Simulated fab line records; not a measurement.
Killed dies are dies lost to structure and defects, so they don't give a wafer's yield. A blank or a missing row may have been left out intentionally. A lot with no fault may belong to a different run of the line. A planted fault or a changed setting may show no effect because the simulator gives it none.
Which tool was responsible? | flow nandHarc | 11 lots, 33 wafers sampled, at 7 steps of a route of 1302

WHAT EACH GAUGE READ, for each wafer
NHARC_P_STI_CD_MEAS_09: the cd target is 200 nm. Usual: cdNm 200 nm, standard deviation 3.7.
lot  | measured     | on       | cdNm (nm)   | flag
L152 | day 2 23:29  | cdSem-02 | 210 200 200 | 
L154 | day 3 14:11  | cdSem-02 | 193 198 200 | 
L156 | day 4 10:41  | cdSem-01 | 200 205 203 | 
L158 | day 5 07:05  | cdSem-03 | 200 195 200 | 
L160 | day 6 02:44  | cdSem-01 | 199 195 199 | 
L167 | day 9 01:45  | cdSem-02 | 142 143 142 | OFF
L168 | day 9 12:47  | cdSem-03 | 201 199 202 | 
L172 | day 11 05:48 | cdSem-01 | 160 152 152 | OFF
L173 | day 11 14:41 | cdSem-02 | 196 196 199 | 
L174 | day 12 02:13 | cdSem-02 | 208 202 205 | 
L175 | day 12 12:15 | cdSem-02 | 204 202 202 | 

NHARC_P_STI_OVL_MEAS_10. Usual: overlayXNm 3 nm, standard deviation 6.3; overlayYNm 0 nm, standard deviation 5.5.
lot  | measured     | on         | overlayXNm (nm) | overlayYNm (nm) | flag
L152 | day 2 23:34  | overlay-01 | -3 -4 -4        | 4 4 3           | 
L154 | day 3 14:16  | overlay-01 | 1 0 0           | -8 -8 -8        | 
L156 | day 4 10:47  | overlay-01 | 7 7 7           | 4 4 4           | 
L158 | day 5 07:11  | overlay-02 | -2 -2 -1        | 3 2 3           | 
L160 | day 6 02:49  | overlay-02 | 7 8 7           | -17 -17 -17     | OFF
L167 | day 9 01:50  | overlay-01 | 7 7 8           | -7 -8 -8        | 
L168 | day 9 12:53  | overlay-02 | 13 12 12        | 6 6 6           | 
L172 | day 11 05:53 | overlay-02 | 3 3 3           | 3 3 2           | 
L173 | day 11 14:46 | overlay-02 | -2 -3 -3        | -4 -5 -5        | 
L174 | day 12 02:17 | overlay-01 | 2 3 3           | 3 3 2           | 
L175 | day 12 12:20 | overlay-02 | 16 16 16        | -1 0 0          | 

NHARC_P_STI_OCD_MEAS_17. Usual: trenchFootCdNm 158 nm, standard deviation 3.8.
lot  | measured     | on     | trenchFootCdNm (nm) | flag
L152 | day 3 00:16  | ocd-02 | 168 156 160         | 
L154 | day 3 14:58  | ocd-02 | 151 157 159         | 
L156 | day 4 11:29  | ocd-02 | 160 164 163         | 
L158 | day 5 07:53  | ocd-02 | 157 154 160         | 
L160 | day 6 03:31  | ocd-01 | 158 153 157         | 
L167 | day 9 02:32  | ocd-01 | 100 100 98          | OFF
L168 | day 9 13:34  | ocd-01 | 159 157 160         | 
L172 | day 11 06:35 | ocd-01 | 118 110 110         | OFF
L173 | day 11 15:30 | ocd-02 | 156 153 157         | 
L174 | day 12 03:00 | ocd-01 | 166 160 161         | 
L175 | day 12 13:02 | ocd-01 | 161 159 158         | 

NHARC_P_STI_INSPECT_25. Usual: rawDefectCount 209, standard deviation 66.
lot  | measured     | on               | rawDefectCount | flag
L152 | day 4 04:28  | defectInspect-02 | 193 183 195    | 
L154 | day 4 19:27  | defectInspect-02 | 186 244 228    | 
L156 | day 5 15:43  | defectInspect-01 | 162 227 298    | 
L158 | day 6 11:37  | defectInspect-02 | 229 237 165    | 
L160 | day 7 08:08  | defectInspect-02 | 170 285 188    | 
L167 | day 10 02:59 | defectInspect-02 | 232 176 166    | 
L168 | day 10 18:55 | defectInspect-02 | 237 132 273    | 
L172 | day 12 10:33 | defectInspect-01 | 117 189 150    | 
L173 | day 12 18:39 | defectInspect-01 | 247 148 271    | 
L174 | day 13 05:44 | defectInspect-01 | 212 300 182    | 
L175 | day 13 23:19 | defectInspect-02 | 219 269 197    | 

NHARC_END_SORT_01. Usual: killedAtArray 52, standard deviation 17; killedAtOther 1.2, standard deviation 1.4; killedAtPeriphery 4.7, standard deviation 2.9; killedDies 58, standard deviation 17; killedOpen 3.2, standard deviation 1.9; killedShort 2.4, standard deviation 1.4.
lot  | measured     | on        | killedAtArray | killedAtOther | killedAtPeriphery | killedDies  | killedOpen | killedShort | flag
L167 | day 30 01:58 | prober-01 | 47 63 65      | 0 0 1         | 630 614 611       | 677 677 677 | 5 5 0      | 3 2 5       | OFF
L172 | day 33 03:28 | prober-01 | 79 77 39      | 1 1 1         | 506 589 616       | 586 667 656 | 5 4 1      | 0 1 1       | OFF

EACH LOT AND THE TOOL THAT RAN IT (in order: tool; ch and the chambers of the sampled wafers; start)
lot  | NHARC_P_STI_EXPOSE_06            | NHARC_P_STI_ETCH_42
L152 | krfScanner-03 ch 0, day 2 23:20  | rieDiel-01 ch 0,1,2, day 2 23:51
L154 | krfScanner-03 ch 0, day 3 14:02  | rieDiel-01 ch 1,2,3, day 3 14:32
L156 | krfScanner-03 ch 0, day 4 10:32  | rieDiel-01 ch 0,1,2, day 4 11:02
L158 | krfScanner-01 ch 0, day 5 06:56  | rieDiel-11 ch 0,1,2, day 5 07:27
L160 | krfScanner-01 ch 0, day 6 02:35  | rieDiel-03 ch 0,2,3, day 6 03:05
L167 | krfScanner-03 ch 0, day 9 01:36  | rieDiel-01 ch 1,2, day 9 02:06
L168 | krfScanner-04 ch 0, day 9 12:38  | rieDiel-11 ch 0,3, day 9 13:08
L172 | krfScanner-03 ch 0, day 11 05:39 | rieDiel-01 ch 1,3, day 11 06:08
L173 | krfScanner-01 ch 0, day 11 14:32 | rieDiel-03 ch 1,2, day 11 15:02
L174 | krfScanner-04 ch 0, day 12 02:04 | rieDiel-01 ch 2,3, day 12 02:34
L175 | krfScanner-04 ch 0, day 12 12:06 | rieDiel-03 ch 1,3, day 12 12:36
- NHARC_P_STI_EXPOSE_06: exposes mask P STI, target cd 200 nm.
- NHARC_P_STI_ETCH_42: etches the open film in N2/H2, target depth 80 nm, overetch 24 nm, time 61 s.

AS READ BY THE TOOLS THEMSELVES (means over the sampled wafers that have a number; for cases with no such wafer, the mark the record gives instead)
NHARC_P_STI_EXPOSE_06. Usual: exposureDoseMJCm2 37.69, standard deviation 0.034; stageVelMmS 500.03 mm/s, standard deviation 0.25.
lot  | tool          | exposureDoseMJCm2 | stageVelMmS (mm/s) | flag
L152 | krfScanner-03 | 37.69             | 499.93             | 
L154 | krfScanner-03 | 37.72             | 499.93             | 
L156 | krfScanner-03 | 37.70             | 500.05             | 
L158 | krfScanner-01 | 37.70             | 499.93             | 
L160 | krfScanner-01 | 37.69             | 500.19             | 
L167 | krfScanner-03 | 28.94             | 500.15             | OFF
L168 | krfScanner-04 | 37.68             | 500.06             | 
L172 | krfScanner-03 | 30.67             | 499.89             | OFF
L173 | krfScanner-01 | 37.70             | 500.34             | 
L174 | krfScanner-04 | 37.69             | 499.96             | 
L175 | krfScanner-04 | 37.77             | 500.16             | 

NHARC_P_STI_ETCH_42. Usual: drypumpMotorCurrentA 5.4 A, standard deviation 0.49; oesProductAu 1.002 a.u., standard deviation 0.013; rfVppV 430.1 V, standard deviation 2.3; showerheadPlenumPTorr 2.02 Torr, standard deviation 0.079; throttleValvePct 14.170 %, standard deviation 0.0088.
lot  | tool       | drypumpMotorCurrentA (A) | oesProductAu (a.u.) | rfVppV (V) | showerheadPlenumPTorr (Torr) | throttleValvePct (%) | flag
L152 | rieDiel-01 | 5.5                      | 1.011               | 430.3      | 2.04                         | 14.172               | 
L154 | rieDiel-01 | 5.5                      | 1.007               | 431.6      | 2.09                         | 14.167               | 
L156 | rieDiel-01 | 5.5                      | 1.003               | 430.6      | 2.04                         | 14.162               | 
L158 | rieDiel-11 | 5.6                      | 1.011               | 427.9      | 1.97                         | 14.172               | 
L160 | rieDiel-03 | 5.2                      | 0.992               | 428.3      | 1.98                         | 14.173               | 
L167 | rieDiel-01 | 5.8                      | 1.005               | 430.3      | 2.02                         | 14.171               | 
L168 | rieDiel-11 | 5.9                      | 1.006               | 428.4      | 1.99                         | 14.161               | 
L172 | rieDiel-01 | 5.4                      | 0.992               | 429.6      | 2.02                         | 14.171               | 
L173 | rieDiel-03 | 5.2                      | 0.982               | 430.3      | 1.99                         | 14.169               | 
L174 | rieDiel-01 | 5.2                      | 0.995               | 434.0      | 2.15                         | 14.173               | 
L175 | rieDiel-03 | 5.3                      | 1.000               | 429.8      | 2.03                         | 14.179               | 

THE ANSWER, worked out from the rows above alone
Rule: take the mean of a lot's wafers that have a number; if it is more than 3 standard deviations from the usual mean, the lot is off. Also off: a lot with no number at a reading for which 4 or more lots have one. The other lots that the step has rows for count as sound. First the gauges in route order, then the tools' own readings, where a lot's mean is used as printed above. At the first step where some lot is off, the reading lying furthest off is the one used; lots without a number count as furthest.
Off: L167, L172, at NHARC_P_STI_CD_MEAS_09 (cdNm).
A tool fits if, at a process step before that reading, it ran every lot that is off, and no sound lot after the first of them. Not tried: the gauges at NHARC_P_STI_CD_MEAS_09; whatever is off there is also off at NHARC_P_STI_OCD_MEAS_17, on other tools, and gauge error can't account for it. One fits: NHARC_P_STI_EXPOSE_06 on krfScanner-03. Its last sound lot is L156 (day 4 10:32), its first lot that is off L167 (day 9 01:36): a fault that began between those two fits.
On the lots that are off, the tool's own readings at NHARC_P_STI_EXPOSE_06 differ by more than 5 times the standard deviation of the sound lots' means, which bears it out; exposureDoseMJCm2 reads 29.80 there versus 37.70 on the sound lots.

WHAT THE SIMULATOR HAD INSERTED
Process parameters drifting: krfScanner-03 at NHARC_P_STI_EXPOSE_06, beginning at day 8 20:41. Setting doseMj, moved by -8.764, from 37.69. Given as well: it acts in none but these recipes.
Lots struck among those shown: L167, L172. The rule given above showed the same thing.
